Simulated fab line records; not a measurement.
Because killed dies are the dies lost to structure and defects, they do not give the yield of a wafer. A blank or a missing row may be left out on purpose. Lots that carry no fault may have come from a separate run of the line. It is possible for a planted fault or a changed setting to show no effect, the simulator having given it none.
Matching of chambers | flow n5-finfet | N5_MIM_TOP_LITHO_DESCUM_10 on rie-diel-03: 4 sister chambers
The step chemistry O2, time 7.9 s. 4 wafers are shown with their chamber, then 7 later ones without.

WAFERS, EACH WITH ITS CHAMBER
wafer  | chamber | showerhead-plenum-p-Torr (Torr)
L667.1 | 2       | 2.21
L669.6 | 3       | 2.13
L686.1 | 0       | 2.02
L686.4 | 1       | 2.05

WAFERS WITHOUT THEIR CHAMBER
wafer  | showerhead-plenum-p-Torr (Torr)
L686.5 | 2.03
L685.3 | 2.05
L685.5 | 2.05
L685.6 | 2.20
L688.1 | 2.20
L688.2 | 2.05
L688.4 | 2.19

WHICH CHAMBER EACH WENT THROUGH
wafer  | from the rows above     | in truth
L686.5 | can't be placed: 0 or 1 | 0
L685.3 | 1                       | 1
L685.5 | 1                       | 1
L685.6 | 2                       | 2
L688.1 | 2                       | 2
L688.2 | 1                       | 1
L688.4 | 2                       | 2
Placed correctly: 6 of 7. These rows do not allow placing 1 (true chamber among the candidates in 1). Number placed wrongly: 0.
How it was worked out, from the rows above alone: a wafer's distance from a chamber is the root of the sum, over the readings, of the square of ((its reading less the chamber's mean) divided by the reading's scatter). The wafer belongs to the nearest chamber; if the next one is less than 2 further off, it can't be placed. The mean given for a chamber averages the wafers shown for that chamber. The scatter: root of mean squared gap, hidden wafer to nearest shown wafer, with one shown wafer a chamber.
